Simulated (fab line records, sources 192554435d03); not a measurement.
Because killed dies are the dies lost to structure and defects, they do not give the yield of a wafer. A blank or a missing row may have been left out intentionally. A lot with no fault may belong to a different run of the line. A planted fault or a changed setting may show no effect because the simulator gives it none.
Matching of chambers :: flow n5_finfet :: N5_FIN_SAQP_MANDREL2_REMOVE_60 on rie_si-04: 4 sister chambers
The step chemistry HBr/Cl2/O2, target a-Si, stops on SiNx, bt time 10 s. 8 wafers are shown with their chamber, then 11 later ones without.

## EACH WAFER AND ITS CHAMBER
wafer: L086.1
chamber: 2
throttle_valve_pct (%): 36.35
drypump_motor_current_A (A): 6.0

wafer: L086.3
chamber: 0
throttle_valve_pct (%): 36.47
drypump_motor_current_A (A): 6.0

wafer: L086.6
chamber: 0
throttle_valve_pct (%): 36.48
drypump_motor_current_A (A): 6.0

wafer: L087.1
chamber: 3
throttle_valve_pct (%): 36.82
drypump_motor_current_A (A): 6.6

wafer: L089.2
chamber: 3
throttle_valve_pct (%): 36.80
drypump_motor_current_A (A): 6.6

wafer: L089.3
chamber: 2
throttle_valve_pct (%): 36.34
drypump_motor_current_A (A): 6.0

wafer: L089.4
chamber: 1
throttle_valve_pct (%): 36.83
drypump_motor_current_A (A): 6.1

wafer: L090.1
chamber: 1
throttle_valve_pct (%): 36.82
drypump_motor_current_A (A): 6.2

## WAFERS MISSING THEIR CHAMBER
wafer: L090.4
throttle_valve_pct (%): 36.47
drypump_motor_current_A (A): 6.1

wafer: L090.5
throttle_valve_pct (%): 36.47
drypump_motor_current_A (A): 6.1

wafer: L091.3
throttle_valve_pct (%): 36.84
drypump_motor_current_A (A): 6.1

wafer: L091.5
throttle_valve_pct (%): 36.34
drypump_motor_current_A (A): 6.0

wafer: L091.6
throttle_valve_pct (%): 36.82
drypump_motor_current_A (A): 6.1

wafer: L096.2
throttle_valve_pct (%): 36.81
drypump_motor_current_A (A): 6.6

wafer: L096.3
throttle_valve_pct (%): 36.85
drypump_motor_current_A (A): 6.1

wafer: L096.4
throttle_valve_pct (%): 36.35
drypump_motor_current_A (A): 5.9

wafer: L097.2
throttle_valve_pct (%): 36.85
drypump_motor_current_A (A): 6.1

wafer: L097.4
throttle_valve_pct (%): 36.47
drypump_motor_current_A (A): 6.0

wafer: L097.5
throttle_valve_pct (%): 36.80
drypump_motor_current_A (A): 6.6

## WHICH CHAMBER EACH WENT THROUGH
wafer: L090.4
from the rows above: 0
in truth: 0

wafer: L090.5
from the rows above: 0
in truth: 0

wafer: L091.3
from the rows above: 1
in truth: 1

wafer: L091.5
from the rows above: 2
in truth: 2

wafer: L091.6
from the rows above: 1
in truth: 1

wafer: L096.2
from the rows above: 3
in truth: 3

wafer: L096.3
from the rows above: 1
in truth: 1

wafer: L096.4
from the rows above: 2
in truth: 2

wafer: L097.2
from the rows above: 1
in truth: 1

wafer: L097.4
from the rows above: 0
in truth: 0

wafer: L097.5
from the rows above: 3
in truth: 3
Placed correctly: 11 of 11. From these rows, 0 cannot be placed. Number placed wrongly: 0.
How it was worked out, from the rows above alone: a wafer's distance from a chamber is the root of the sum, over the readings, of the square of ((its reading less the chamber's mean) divided by the reading's scatter). If the next closest chamber is less than 2 further off than the closest, the wafer can't be placed; otherwise it belongs to the closest. Each chamber's mean is taken over the wafers shown for it. The scatter: take each reading less its chamber's mean, square it, sum over the shown wafers, divide by the number of wafers less the number of chambers, and take the root.
